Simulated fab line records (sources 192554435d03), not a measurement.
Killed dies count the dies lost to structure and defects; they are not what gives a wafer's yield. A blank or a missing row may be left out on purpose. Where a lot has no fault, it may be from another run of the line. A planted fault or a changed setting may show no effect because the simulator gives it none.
fab line records	flow n5-finfet
record: lots: 4	wafers: 10	last-day: 16
route steps=1938 shown BEOL_M13@1704 BEOL_M14@1716
lots that met no fault: taken from a fault-free run of the same line
start-h: hours from the record's first day to the start of the lot's first wafer shown	wait-h: hours from the lot's prior step to this one	" same as the row above	L1.1+2: one row covering several wafers at once	- either no value or no given start	* or withheld: withheld	< > ~ a bound
route shown NAME@n: a module of which the file shows steps, and the number in the route of the first	usual: average and standard deviation across the fault-free wafers	same: alike in all rows	chamber/n: place in a boat	sites: the reading at each site	_std_site: the values' standard deviation	_edge_site: inner sites' mean taken away from outer sites' mean	radius-mm: for every site, how far away it sits from the centre of the wafer	mask NAME#n: copy n	behind: the tool/chamber that last shaped the wafer	hold: cause of the lot's hold/its duration in hours/its outcome	device: whichever transistor did not switch (one of n, p or np)	end of line: the tests these same wafers got at the end of their route	a step given without rows: its recipe and nothing more	killed: count of dies lost to structure and defects at first sort (not the wafer's yield)	map: dies across one wafer; x = killed, . = not, _ = none there
set.NAME: setting as actually run; set.NAME@STEP: the setting as run at that earlier step	model.NAME: the simulator's own value behind a step, which no gauge read
lots at some steps of the route; a table a step, a row a wafer
services: a tool's chamber out of use, with start hour (start-h, from the record's first day; less than 0 if before it), hours out, and reason
== steps ==
step: N5_BEOL_M13_PRE_CLEAN_42
recipe: gas: H2/He	time-s: 30	temp-c: 250
step: N5_BEOL_M13_SPUTTER_43
recipe: material: TaN	target-thk-a: 150	temp-c: 50	bias-v: 168.6	power-w: 15000	chamber-pressure-pa: 0.12	time-s: 24.19
step: N5_BEOL_M13_SPUTTER_44
recipe: material: Ta	target-thk-a: 100	temp-c: 50	bias-v: 80	power-w: 15000	chamber-pressure-pa: 0.07	time-s: 16.13
step: N5_BEOL_M13_SPUTTER_45
recipe: material: Cu	target-thk-a: 800	temp-c: -20	bias-v: 60	power-w: 26000	chamber-pressure-pa: 0.13	time-s: 13.33
step: N5_BEOL_M13_ECD_47
recipe: material: Cu	target-thk-a: 9360
step: N5_BEOL_M13_ANNEAL_48
recipe: temp-c: 225	time-s: 90	ambient: N2
step: N5_BEOL_M13_CMP_49
recipe: stop-on: SiOC	t-overpolish-s: 17.1	down-force-psi: 1	platen-rpm: 50	clearing-platen-down-force-psi: 1.5	clearing-platen-rpm: 50	post-cmp-clean: cu-alkaline	target-thk-nm: 420	clearing-platen-pad-velocity-m-s: 0.99484	pad-velocity-m-s: 0.99484
step: N5_BEOL_M13_PRE_CLEAN_52
recipe: gas: NH3	time-s: 15	temp-c: withheld	rf-power-w: 300
step: N5_BEOL_M13_DEP_53
recipe: material: SiCN	target-thk-a: 500	temp-c: withheld	precursor: 3MS/NH3	pressure-torr: 3	rf-w: 675	time-s: 17.8
step: N5_BEOL_M14_ILD_DEP_00
recipe: material: SiO2	target-thk-a: 11193	temp-c: 400	precursor: TEOS/O2	pressure-torr: 6.5	rf-w: 900	teos-flow-sccm: 161.4	gas: O2	flow-sccm: 2650	time-s: 237.4
usual: heater-power-w: 572/100	run-length-s: 280.4/0.59	showerhead-plenum-p-Torr: 8.33/0.034	susceptor-temp-C: 400.00/0.24	throttle-valve-pct: 18.7/0.97
lot.wafer	tool	chamber	start-h	wait-h	heater-power-w	run-length-s	showerhead-plenum-p-Torr	susceptor-temp-C	throttle-valve-pct	model.SiO2_of_BEOL_M14_ILD_DEP_00.thk-nm
L421.1	pecvd-01	1	269.67	0.0	508	280.8	8.29	400.13	17.9	1126
L421.2	"	2	"	"	544	280.6	8.39	400.04	18.3	1121
L421.3	"	0	"	"	564	281.0	8.29	399.96	20.3	1132
L431.4	pecvd-01	1	322.61	0.1	494	281.6	8.29	400.20	17.9	1133
L431.5	"	0	"	"	685	362.5	8.31	399.62	20.2	1540
L430.2	pecvd-01	0	329.35	0.0	623	280.7	8.33	399.97	20.1	1122
L430.6	"	2	"	"	573	361.6	8.38	399.35	18.4	1521
L435.2	pecvd-04	1	345.69	0.0	485	281.7	8.36	399.95	17.8	1124
L435.3	"	0	"	"	715	279.6	8.34	400.29	20.2	1125
L435.5	"	2	"	"	659	280.9	8.34	400.10	17.7	1121
step: N5_BEOL_M14_THK_MEAS_01
recipe: reads: SiO2_of_BEOL_M14_ILD_DEP_00
usual: M14_ILD_THK: 1128/13
lot.wafer	tool	chamber	start-h	wait-h	M14_ILD_THK[nm]
L421.1	film-metro-02	-	269.86	0.1	1126
L421.2	"	-	"	"	1121
L421.3	"	-	"	"	1131
L431.4	film-metro-02	-	322.73	0.0	1134
L431.5	"	-	"	"	1538
L430.2	film-metro-02	-	329.54	0.1	1122
L430.6	"	-	"	"	1522
L435.2	film-metro-02	-	345.88	0.1	1123
L435.3	"	-	"	"	1126
L435.5	"	-	"	"	1120
step: N5_BEOL_M14_COAT_58
recipe: resist: BARC	temp-c: 205	time-s: 60	spin-rpm: 1500	resist-thk-nm: 89
step: N5_BEOL_M14_COAT_04
recipe: spin-rpm: 1704	resist-thk-nm: 800
step: N5_BEOL_M14_EBR_06
recipe: solvent: PGMEA	ebr-width-mm: 1.5
step: N5_BEOL_M14_SOFTBAKE_05
recipe: temp-c: 130	time-s: 60
step: N5_BEOL_M14_EXPOSE_07
recipe: mask-id: V13	na: 0.8	source-shape: annular	sigma-inner: 0.5	sigma-outer: 0.8	polarization: unpolarized	attpsm-phase-deg: 180	dose-mj: 57
step: N5_BEOL_M14_PEB_08
recipe: peb-temp-c: 130	peb-time-s: 90
step: N5_BEOL_M14_DEVELOP_09
recipe: develop-time-s: 45	rinse-liquid: diw	dry: air-spin	dev-temp-c: 21
step: N5_BEOL_M14_HARDBAKE_14
recipe: temp-c: 130	time-s: 120
step: N5_BEOL_M14_DESCUM_15
recipe: chemistry: O2	time-s: 7.9	source-power-w: 50	bias-power-w: 20	pressure-mtorr: 20	rf-frequency-hz: 2.712e+07	temp-c: 40	o2-flow-sccm: 225
step: N5_BEOL_M14_ETCH_59
recipe: chemistry: N2/H2	target: BARC	target-depth-a: 890	overetch-a: 267	time-s: 67.9	ion-energy-ev: 200	pressure-mtorr: 30	source-w: 840	bias-w: 150	n2-flow-sccm: 200	h2-flow-sccm: 200
step: N5_BEOL_M14_VIA_ETCH_16
recipe: chemistry: C4F8/O2/Ar	target: SiO2	he-inner-torr: 15	he-outer-torr: 30	target-depth-a: 12313	time-s: withheld	ion-energy-ev: 800	pressure-mtorr: 20	source-w: 1905	bias-w: 2040	Ar_flow_sccm: 400	C4F8_flow_sccm: 16	O2_flow_sccm: 12	ends: cleared
usual: drypump-motor-current-A: 5.8/0.44	oes-product-au: 0.71/0.078	rf-vpp-V: 2219/14	showerhead-plenum-p-Torr: 3.37/0.046	throttle-valve-pct: 30.85/0.26
lot.wafer	tool	chamber	start-h	wait-h	drypump-motor-current-A	oes-product-au	rf-vpp-V	showerhead-plenum-p-Torr	throttle-valve-pct	model.etch.depth-nm	model.coat_of_BEOL_M14_COAT_04.thk-nm
L421.1	rie-diel-02	2	270.34	0.0	6.0	0.64	2199	3.42	31.36	1126	454.4
L421.2	"	3	"	"	6.0	0.66	2219	3.44	30.74	1121	452.6
L421.3	"	1	"	"	6.1	0.63	2237	3.42	30.64	1132	448.4
L431.4	rie-diel-01	0	323.34	0.1	6.5	0.73	2222	3.33	30.46	1133	450.8
L431.5	"	2	"	"	5.7	0.81	2198	3.35	31.06	1540	353.4
L430.2	rie-diel-02	0	330.05	0.0	5.6	0.66	2215	3.31	30.95	1122	450.6
L430.6	"	3	"	"	6.1	0.69	2218	3.43	30.85	1521	347.2
L435.2	rie-diel-02	3	346.49	0.0	6.1	0.65	2217	3.43	30.78	1124	449.4
L435.3	"	2	"	"	6.0	0.62	2199	3.40	31.38	1125	452.8
L435.5	"	0	"	"	5.6	0.66	2213	3.30	30.98	1121	454.2
step: N5_BEOL_M14_STRIP_63
recipe: chemistry: O2	power-w: 600	temp-c: 60	pressure-mtorr: 30	rf-frequency-hz: 6e+07	bias-power-w: 0	overash-fraction: 0.3	o2-flow-sccm: 225
step: N5_BEOL_M14_STRIP_64
recipe: chemistry: O2	power-w: 600	temp-c: 60	pressure-mtorr: 30	rf-frequency-hz: 6e+07	bias-power-w: 0	overash-fraction: 0.3	o2-flow-sccm: 225
step: N5_BEOL_M14_STRIP_71
recipe: chemistry: post-etch-residue-remover	time-s: 60	temp-c: 25	remover-ph: withheld	remover-water-wt-pct: withheld	remover-fluoride-wt-pct: withheld
step: N5_BEOL_M14_SRD_72
recipe: time-s: 30	temp-c: 23	rinse-liquid: diw	dry: n2-spin	spin-rpm: 1500	dry-time-s: 30
step: N5_BEOL_M14_CD_MEAS_17
recipe: target-cd-nm: 250	polarity: opening
usual: cd-nm: 249.7/1.4
lot.wafer	tool	chamber	start-h	wait-h	cd-nm
L421.1	cd-sem-03	-	270.69	0.0	250.7
L421.2	"	-	"	"	250.9
L421.3	"	-	"	"	250.6
L431.4	cd-sem-01	-	323.61	0.0	249.9
L431.5	"	-	"	"	255.0
L430.2	cd-sem-01	-	330.40	0.0	249.2
L430.6	"	-	"	"	251.9
L435.2	cd-sem-02	-	346.84	0.0	247.9
L435.3	"	-	"	"	246.9
L435.5	"	-	"	"	249.8
step: N5_BEOL_M14_COAT_65
recipe: resist: SOC	temp-c: 250	time-s: 60	spin-rpm: 1500	resist-thk-nm: 450
step: N5_BEOL_M14_COAT_66
recipe: resist: SiARC	temp-c: 220	time-s: 60	spin-rpm: 1500	resist-thk-nm: 110
step: N5_BEOL_M14_COAT_22
recipe: spin-rpm: 2888	resist-thk-nm: 300
step: N5_BEOL_M14_EBR_24
recipe: solvent: PGMEA	ebr-width-mm: 1.5
step: N5_BEOL_M14_SOFTBAKE_23
recipe: temp-c: 130	time-s: 60
step: N5_BEOL_M14_EXPOSE_25
recipe: mask-id: M14	na: 0.8	source-shape: annular	sigma-inner: 0.5	sigma-outer: 0.8	polarization: unpolarized	target-cd-nm: 280	dose-mj: 26.6
step: N5_BEOL_M14_PEB_26
recipe: peb-temp-c: 130	peb-time-s: 90
step: N5_BEOL_M14_DEVELOP_27
recipe: develop-time-s: 45	rinse-liquid: diw	dry: air-spin	dev-temp-c: 21
step: N5_BEOL_M14_HARDBAKE_32
recipe: temp-c: 130	time-s: 120
step: N5_BEOL_M14_CMP_49
recipe: stop-on: SiO2	t-overpolish-s: 5.2	down-force-psi: 2	platen-rpm: 80	clearing-platen-down-force-psi: 2	clearing-platen-rpm: 80	post-cmp-clean: cu-alkaline	target-thk-nm: 560	clearing-platen-pad-velocity-m-s: 1.5917	pad-velocity-m-s: 1.5917
usual: edge-zone-pressure-frac: 1.000/0.0052	motor-current-A: 8.0/0.92
lot.wafer	tool	chamber	start-h	wait-h	edge-zone-pressure-frac	motor-current-A	model.SiO2_of_BEOL_M14_ILD_DEP_00.thk-nm
L421.2	cmp-04	1	274.18	0.2	0.982	8.1	1041
L421.3	"	2	"	"	0.994	7.7	1052
L421.1	"	3	"	"	1.002	7.2	1046
L431.4	cmp-03	0	328.70	0.2	1.005	8.4	1053
L431.5	"	3	"	"	1.002	9.7	1461
L430.2	cmp-03	0	333.85	0.3	1.008	8.0	1042
L430.6	"	3	"	"	0.998	10.0	1442
L435.3	cmp-01	0	351.61	0.2	0.996	7.8	1046
L435.2	"	3	"	"	0.997	7.6	1045
L435.5	"	1	"	"	0.989	7.1	1041
== services ==
tool	chamber	start-h	hours	kind
cmp-04	-	246.71	8.5	pm
cmp-01	-	254.51	4.0	pm
pecvd-01	-	256.49	0.9	repair
cmp-01	-	258.51	-	consumable-replace:conditioner
cmp-01	-	258.51	-	consumable-replace:pad
pecvd-01	0	266.89	2.1	scheduled-down
cmp-03	-	269.07	4.0	pm
cmp-03	-	273.07	-	consumable-replace:conditioner
cmp-03	-	273.07	-	consumable-replace:pad
cmp-03	-	290.07	0.6	repair
cmp-01	-	294.07	9.1	pm
pecvd-04	0	295.56	5.0	scheduled-down
rie-diel-01	3	306.54	-	clean
rie-diel-01	3	306.54	-	consumable-replace:focus-ring
rie-diel-01	3	306.54	32.1	scheduled-down
rie-diel-01	3	306.54	32.1	vent-cycle
rie-diel-01	3	343.36	5.8	repair
== key ==
first-sign: step: N5_BEOL_M14_ILD_DEP_00	reading: run-length-s	direction: up	sigmas: 99+	usual: *	struck: *
effect: step: N5_BEOL_M14_THK_MEAS_01	reading: M14_ILD_THK	direction: up	sigmas: 30	usual: 1128	struck: 1530
effect: step: N5_BEOL_M14_CD_MEAS_17	reading: cd-nm	direction: up	sigmas: 2.7	usual: 249.7	struck: 253.4
model-effect: step: N5_BEOL_M14_ILD_DEP_00	value: SiO2_of_BEOL_M14_ILD_DEP_00.thk-nm	without: 1143	struck: 1530
model-effect: step: N5_BEOL_M14_VIA_ETCH_16	value: etch.depth-nm	without: 1143	struck: 1530
model-effect: step: N5_BEOL_M14_CMP_49	value: SiO2_of_BEOL_M14_ILD_DEP_00.thk-nm	without: 1064	struck: 1451
met-at N5_BEOL_M14_ILD_DEP_00
struck-wafers L430.6,L431.5
onset-between 269.67 322.61
fault: kind: process-parameter-drift	tool: pecvd-01	chamber: -	onset-h: 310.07	steps: N5_BEOL_M14_ILD_DEP_00	channel: time-s	offset: *	shape: step	end-h: 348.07	scope: struck-wafers-only	acts-in: *	stated: *
